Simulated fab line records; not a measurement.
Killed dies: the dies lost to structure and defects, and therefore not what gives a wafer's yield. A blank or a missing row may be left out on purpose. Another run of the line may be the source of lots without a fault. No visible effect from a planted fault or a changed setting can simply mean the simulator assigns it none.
fab line records -- flow nandHarc
record: lots: 6, wafers: 18, lastDay: 33
route steps=1302 shown A_ONON_D1@434 END@1302
lots that met no fault: from a run of the same line without faults
startH: the number of hours between the record's first day and the start of the first shown wafer of the lot -- waitH: hours since the lot's step before -- " unchanged from the row above -- L1.1+2: a single row standing in for several wafers -- - either no value or no given start -- * or withheld: withheld -- < > ~ a bound
route shown NAME@n: a module of which the file shows steps, and the number in the route of the first -- usual: mean/standard deviation taken from wafers without a fault -- same: alike in all rows -- chamber/n: place in a boat -- sites: per-site readings -- _std_site: how widely they spread, as a standard deviation -- _edge_site: the outer-site mean with the inner-site mean subtracted -- radiusMm: how far each site lies from the wafer's centre -- mask NAME#n: copy n -- behind: tool/chamber where the wafer was last shaped -- hold: why the lot was held/for how many hours/how that ended -- device: the transistor (n, p or np) that didn't switch -- end of line: the tests these same wafers got at the end of their route -- a step given without rows: its recipe and nothing more -- killed: not the wafer's yield, but the dies lost to structure and defects at the first sort -- map: the dies of a wafer, with x for killed, . for not killed, _ for no die there
set.NAME: the setting the step ran with; set.NAME@STEP: the setting that earlier step ran with -- model.NAME: the simulator's own value behind a step, which no gauge read
lots at some steps of the route; a table a step, a row a wafer
services: a tool's chamber out of use, with start hour (startH, from the record's first day; less than 0 if before it), hours out, and reason
== steps ==
step: NHARC_A_ONON_D1_ANNEAL_15
recipe: tempC: 750, timeS: 3600
step: NHARC_A_ONON_D1_DEP_16
recipe: targetThkA: 10000, n2FlowSccm: 2750, n2oFlowSccm: 2000, nh3FlowSccm: 500, sih4FlowSccm: 210, tempC: 400
step: NHARC_A_ONON_D1_THK_MEAS_18
recipe: thkMeasGauge: ellipsometry
usual: thkNm: 999/11
lot.wafer,tool,chamber,startH,waitH,thkNm
L333.3,filmMetro-01,-,180.25,-,1004
L333.4,filmMetro-01,-,180.25,-,1007
L333.6,filmMetro-01,-,180.25,-,1003
L340.1,filmMetro-02,-,253.19,-,979
L340.3,filmMetro-02,-,253.19,-,978
L340.5,filmMetro-02,-,253.19,-,979
L342.4,filmMetro-02,-,270.50,-,1016
L342.5,filmMetro-02,-,270.50,-,1011
L342.6,filmMetro-02,-,270.50,-,1013
L349.1,filmMetro-01,-,338.11,-,1001
L349.4,filmMetro-01,-,338.11,-,1001
L349.5,filmMetro-01,-,338.11,-,1001
L351.1,filmMetro-01,-,362.43,-,988
L351.2,filmMetro-01,-,362.43,-,986
L351.4,filmMetro-01,-,362.43,-,987
L353.2,filmMetro-01,-,376.09,-,996
L353.3,filmMetro-01,-,376.09,-,997
L353.6,filmMetro-01,-,376.09,-,994
step: NHARC_A_ONON_D1_DEP_19
recipe: targetThkA: 10000, n2FlowSccm: 2750, n2oFlowSccm: 2000, nh3FlowSccm: 500, sih4FlowSccm: 210, tempC: 400
step: NHARC_A_ONON_D1_THK_MEAS_21
recipe: thkMeasGauge: ellipsometry
usual: thkNm: 1001/9
lot.wafer,tool,chamber,startH,waitH,thkNm
L333.3,filmMetro-01,-,180.81,-,990
L333.4,filmMetro-01,-,180.81,-,989
L333.6,filmMetro-01,-,180.81,-,990
L340.1,filmMetro-02,-,253.76,-,997
L340.3,filmMetro-02,-,253.76,-,1000
L340.5,filmMetro-02,-,253.76,-,999
L342.4,filmMetro-02,-,271.13,-,994
L342.5,filmMetro-02,-,271.13,-,994
L342.6,filmMetro-02,-,271.13,-,997
L349.1,filmMetro-01,-,338.68,-,991
L349.4,filmMetro-01,-,338.68,-,988
L349.5,filmMetro-01,-,338.68,-,990
L351.1,filmMetro-02,-,363.00,-,1009
L351.2,filmMetro-02,-,363.00,-,1011
L351.4,filmMetro-02,-,363.00,-,1012
L353.2,filmMetro-01,-,376.65,-,1010
L353.3,filmMetro-01,-,376.65,-,1006
L353.6,filmMetro-01,-,376.65,-,1008
step: NHARC_A_ONON_D1_DEP_22
recipe: targetThkA: 10000, n2FlowSccm: 2750, n2oFlowSccm: 2000, nh3FlowSccm: 500, sih4FlowSccm: 210, tempC: 400
step: NHARC_A_ONON_D1_THK_MEAS_24
recipe: thkMeasGauge: ellipsometry
usual: thkNm: 998/11
lot.wafer,tool,chamber,startH,waitH,thkNm
L333.3,filmMetro-01,-,181.37,-,991
L333.4,filmMetro-01,-,181.37,-,991
L333.6,filmMetro-01,-,181.37,-,992
L340.1,filmMetro-01,-,254.33,-,1002
L340.3,filmMetro-01,-,254.33,-,1003
L340.5,filmMetro-01,-,254.33,-,1002
L342.4,filmMetro-02,-,271.70,-,995
L342.5,filmMetro-02,-,271.70,-,997
L342.6,filmMetro-02,-,271.70,-,998
L349.1,filmMetro-02,-,339.24,-,987
L349.4,filmMetro-02,-,339.24,-,988
L349.5,filmMetro-02,-,339.24,-,988
L351.1,filmMetro-01,-,363.56,-,986
L351.2,filmMetro-01,-,363.56,-,988
L351.4,filmMetro-01,-,363.56,-,987
L353.2,filmMetro-01,-,377.46,-,1004
L353.3,filmMetro-01,-,377.46,-,1005
L353.6,filmMetro-01,-,377.46,-,1003
step: NHARC_A_ONON_D1_DEP_25
recipe: targetThkA: 10000, n2FlowSccm: 2750, n2oFlowSccm: 2000, nh3FlowSccm: 500, sih4FlowSccm: 210, tempC: 400
step: NHARC_A_ONON_D1_THK_MEAS_27
recipe: thkMeasGauge: ellipsometry
usual: thkNm: 1001/9.6
lot.wafer,tool,chamber,startH,waitH,thkNm
L333.3,filmMetro-01,-,181.94,-,1006
L333.4,filmMetro-01,-,181.94,-,1005
L333.6,filmMetro-01,-,181.94,-,1006
L340.1,filmMetro-01,-,254.90,-,989
L340.3,filmMetro-01,-,254.90,-,991
L340.5,filmMetro-01,-,254.90,-,991
L342.4,filmMetro-02,-,272.27,-,999
L342.5,filmMetro-02,-,272.27,-,1000
L342.6,filmMetro-02,-,272.27,-,1000
L349.1,filmMetro-02,-,339.81,-,990
L349.4,filmMetro-02,-,339.81,-,991
L349.5,filmMetro-02,-,339.81,-,991
L351.1,filmMetro-01,-,364.13,-,1004
L351.2,filmMetro-01,-,364.13,-,1002
L351.4,filmMetro-01,-,364.13,-,1004
L353.2,filmMetro-01,-,378.03,-,998
L353.3,filmMetro-01,-,378.03,-,998
L353.6,filmMetro-01,-,378.03,-,999
step: NHARC_A_ONON_D1_DEP_28
recipe: targetThkA: 10000, n2FlowSccm: 2750, n2oFlowSccm: 2000, nh3FlowSccm: 500, sih4FlowSccm: 210, tempC: 400
step: NHARC_A_ONON_D1_THK_MEAS_30
recipe: thkMeasGauge: ellipsometry
usual: thkNm: 998/12
lot.wafer,tool,chamber,startH,waitH,thkNm
L333.3,filmMetro-02,-,182.51,-,994
L333.4,filmMetro-02,-,182.51,-,992
L333.6,filmMetro-02,-,182.51,-,994
L340.1,filmMetro-01,-,255.47,-,1002
L340.3,filmMetro-01,-,255.47,-,1000
L340.5,filmMetro-01,-,255.47,-,999
L342.4,filmMetro-01,-,272.84,-,1005
L342.5,filmMetro-01,-,272.84,-,1004
L342.6,filmMetro-01,-,272.84,-,1006
L349.1,filmMetro-02,-,340.38,-,984
L349.4,filmMetro-02,-,340.38,-,985
L349.5,filmMetro-02,-,340.38,-,984
L351.1,filmMetro-02,-,364.69,-,986
L351.2,filmMetro-02,-,364.69,-,988
L351.4,filmMetro-02,-,364.69,-,986
L353.2,filmMetro-01,-,378.61,-,1006
L353.3,filmMetro-01,-,378.61,-,1008
L353.6,filmMetro-01,-,378.61,-,1004
step: NHARC_A_ONON_D1_DEP_33
recipe: targetThkA: 2000, tempC: 400, pressureTorr: 6.5, rfW: 900, teosFlowSccm: 161.4, flowSccm: 2650, targetThkNm: 200, gas: O2, material: SiO2
usual: heaterPowerW: 553/72, mfcPrecursorSccm: 161.4/0.5, throttleValvePct: 16.2/0.46
lot.wafer,tool,chamber,startH,waitH,heaterPowerW,mfcPrecursorSccm,throttleValvePct
L333.3,pecvd-01,1,182.56,0.1,428,161.8,15.7
L333.4,pecvd-01,1,182.56,0.1,441,161.8,16.0
L333.6,pecvd-01,2,182.56,0.1,548,161.8,15.9
L340.3,pecvd-01,0,255.57,0.1,440,161.2,15.8
L340.1,pecvd-01,1,255.57,0.1,430,161.5,16.1
L340.5,pecvd-01,2,255.57,0.1,480,135.2,15.8
L342.4,pecvd-01,2,273.03,0.2,556,134.8,16.1
L342.6,pecvd-01,0,273.03,0.2,499,160.5,15.8
L342.5,pecvd-01,1,273.03,0.2,468,161.1,15.9
L349.1,pecvd-03,2,340.53,0.1,677,162.2,16.5
L349.5,pecvd-03,1,340.53,0.1,666,162.1,16.4
L349.4,pecvd-03,2,340.53,0.1,518,162.0,16.7
L351.1,pecvd-02,1,364.88,0.2,686,161.5,17.1
L351.2,pecvd-02,2,364.88,0.2,531,162.0,16.0
L351.4,pecvd-02,2,364.88,0.2,544,161.9,16.1
L353.3,pecvd-01,2,378.76,0.2,470,161.2,15.7
L353.2,pecvd-01,0,378.76,0.2,469,160.7,15.8
L353.6,pecvd-01,1,378.76,0.2,556,161.3,15.4
step: NHARC_A_ONON_D1_THK_MEAS_34
recipe: thkMeasGauge: ellipsometry
usual: thkNm: 201/3.2
lot.wafer,tool,chamber,startH,waitH,hold,thkNm
L333.3,filmMetro-02,-,182.98,-,-,196
L333.4,filmMetro-02,-,182.98,-,-,200
L333.6,filmMetro-02,-,182.98,-,-,203
L340.1,filmMetro-01,-,255.94,-,awaitDispo/0.2h/release,196
L340.3,filmMetro-01,-,255.94,-,awaitDispo/0.2h/release,202
L340.5,filmMetro-01,-,255.94,-,awaitDispo/0.2h/release,170
L340.1,filmMetro-01,-,256.11,0.2,-,197
L340.3,filmMetro-01,-,256.11,0.2,-,203
L340.5,filmMetro-01,-,256.11,0.2,-,168
L342.4,filmMetro-01,-,273.31,-,awaitDispo/0.2h/release,171
L342.5,filmMetro-01,-,273.31,-,awaitDispo/0.2h/release,204
L342.6,filmMetro-01,-,273.31,-,awaitDispo/0.2h/release,205
L342.4,filmMetro-01,-,273.48,0.2,-,170
L342.5,filmMetro-01,-,273.48,0.2,-,204
L342.6,filmMetro-01,-,273.48,0.2,-,207
L349.1,filmMetro-02,-,340.85,-,-,202
L349.4,filmMetro-02,-,340.85,-,-,207
L349.5,filmMetro-02,-,340.85,-,-,204
L351.1,filmMetro-01,-,365.25,-,-,194
L351.2,filmMetro-01,-,365.25,-,-,197
L351.4,filmMetro-01,-,365.25,-,-,202
L353.2,filmMetro-01,-,379.13,-,-,200
L353.3,filmMetro-01,-,379.13,-,-,200
L353.6,filmMetro-01,-,379.13,-,-,201
step: NHARC_END_SORT_01
recipe: tempC: 25
usual: killedAtArray: 55/17, killedAtOther: 0.9/1.2, killedAtPeriphery: 3.7/2.5, killedDies: 59/18, killedOpen: 3.4/1.9, killedShort: 2.6/1.6
same: grossDies: 677
lot.wafer,tool,chamber,startH,waitH,killedAtArray,killedAtOther,killedAtPeriphery,killedDies,killedOpen,killedShort
L340.1,prober-02,0,643.59,2.5,30,2,3,35,4,2
L340.3,prober-02,0,645.18,3.1,27,0,4,31,4,5
L340.5,prober-02,0,646.77,3.7,31,2,1,34,5,1
L342.5,prober-02,0,668.71,3.7,34,0,6,40,5,3
L349.1,prober-01,0,731.39,2.5,74,0,4,78,3,0
L349.4,prober-01,0,733.79,3.4,63,1,8,72,4,3
L349.5,prober-01,0,734.59,3.7,69,0,1,70,0,2
killed by level:class
L340.1 A_CHANNEL_HOLE_D2:chamberFilmFlake=16 A_STAIRCASE:chamberFilmFlake=5 P_M0:geometricParticle:open=2 A_CHANNEL_HOLE_D1:chamberFilmFlake=2 THIN_TSV:chamberFilmFlake=2 A_SLIT:geometricParticle:short=1 A_WL_FILL:geometricParticle:open=1 A_BLC:geometricParticle:short=1
L340.3 A_CHANNEL_HOLE_D2:chamberFilmFlake=11 P_CONTACT:geometricParticle:open=2 A_CONTACT:geometricParticle:short=2 A_CHANNEL_FILL_D2:chamberFilmFlake=2 A_STAIRCASE:chamberFilmFlake=2 A_SLIT:chamberFilmFlake=2 A_BONDPAD:chamberFilmFlake=2 P_M0:geometricParticle:open=1
L340.5 A_CHANNEL_HOLE_D2:chamberFilmFlake=10 A_CHANNEL_HOLE_D1:chamberFilmFlake=7 A_STAIRCASE:chamberFilmFlake=5 A_CHANNEL_FILL_D2:chamberFilmFlake=2 A_CONTACT:chamberFilmFlake=2 P_STI:geometricParticle:open=1 A_ONON_D1:geometricParticle:open=1 A_ONON_D2:geometricParticle:open=1
L342.5 A_CHANNEL_HOLE_D2:chamberFilmFlake=13 A_CHANNEL_HOLE_D1:chamberFilmFlake=9 P_CONTACT:geometricParticle:open=3 A_WL_FILL:chamberFilmFlake=3 A_CHANNEL_FILL_D1:geometricParticle:open=2 A_ZERO_WELL:chamberFilmFlake=2 P_GATE:geometricParticle:short=1 A_CHANNEL_FILL_D1:geometricParticle:short=1
L349.1 A_CHANNEL_HOLE_D1:chamberFilmFlake=32 A_CHANNEL_HOLE_D2:chamberFilmFlake=25 P_M1:chamberFilmFlake=4 A_SLIT:chamberFilmFlake=4 A_CONTACT:chamberFilmFlake=4 A_BLC:chamberFilmFlake=3 A_STAIRCASE:chamberFilmFlake=2 A_CHANNEL_FILL_D1:geometricParticle:open=1
L349.4 A_CHANNEL_HOLE_D1:chamberFilmFlake=27 A_CHANNEL_HOLE_D2:chamberFilmFlake=14 A_BLC:chamberFilmFlake=8 A_STAIRCASE:chamberFilmFlake=4 P_M1:chamberFilmFlake=3 A_CONTACT:chamberFilmFlake=3 P_GATE:geometricParticle:open=2 A_CONTACT:geometricParticle:open=2
L349.5 A_CHANNEL_HOLE_D1:chamberFilmFlake=36 A_CHANNEL_HOLE_D2:chamberFilmFlake=16 A_CONTACT:chamberFilmFlake=10 A_BLC:chamberFilmFlake=3 A_CHANNEL_HOLE_D1:geometricParticle:short=1 A_SGD_CUT:geometricParticle:short=1 P_STI:chamberFilmFlake=1 A_STAIRCASE:chamberFilmFlake=1
== services ==
tool,chamber,startH,hours,kind
pecvd-02,-,159.09,4.6,repair
pecvd-03,-,171.81,2.4,repair
pecvd-03,-,182.29,1.9,repair
pecvd-01,0,184.37,8.9,repair
pecvd-03,-,185.00,13.0,pm
pecvd-03,0,185.00,13.0,ventCycle
pecvd-03,1,185.00,13.0,ventCycle
pecvd-03,2,185.00,13.0,ventCycle
pecvd-03,0,198.00,-,clean
pecvd-03,1,198.00,-,clean
pecvd-02,-,200.95,1.0,repair
pecvd-01,-,213.58,1.0,repair
pecvd-02,-,227.01,13.0,pm
pecvd-02,-,280.02,1.1,repair
pecvd-02,2,298.20,31.8,repair
pecvd-01,-,311.07,13.0,pm
pecvd-01,0,311.07,13.0,ventCycle
pecvd-01,1,311.07,13.0,ventCycle
pecvd-01,2,311.07,13.0,ventCycle
pecvd-02,1,316.83,7.1,repair
pecvd-01,0,324.07,-,clean
pecvd-01,1,324.07,-,clean
pecvd-01,2,324.07,-,clean
pecvd-03,-,366.00,13.0,pm
== key ==
firstSign: step: NHARC_A_ONON_D1_DEP_33, reading: mfcPrecursorSccm, direction: down, sigmas: 53, usual: 161.4, struck: 135.0
effect: step: NHARC_A_ONON_D1_THK_MEAS_34, reading: visit, direction: added
effect: step: NHARC_A_ONON_D1_THK_MEAS_34, reading: thkNm, direction: down, sigmas: 9.5, usual: 201, struck: 171
metAt NHARC_A_ONON_D1_DEP_33
struckWafers L340.5,L342.4
testerLeftOut L340,L342
onsetBetween 182.56 255.57
fault: kind: processParameterDrift, tool: pecvd-01, chamber: 2, onsetH: 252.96, steps: NHARC_A_ONON_D1_DEP_33, channel: teosFlowSccm, offset: *, shape: step, endH: 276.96, actsIn: *, stated: *
testerLeftOut: of these lots the tester's yield and bins aren't shown, on N5 and GAA mostly nor the transistor test; their killed dies are dies lost to structure and defects alone, not to doping, threshold or leakage, so they don't give the yield
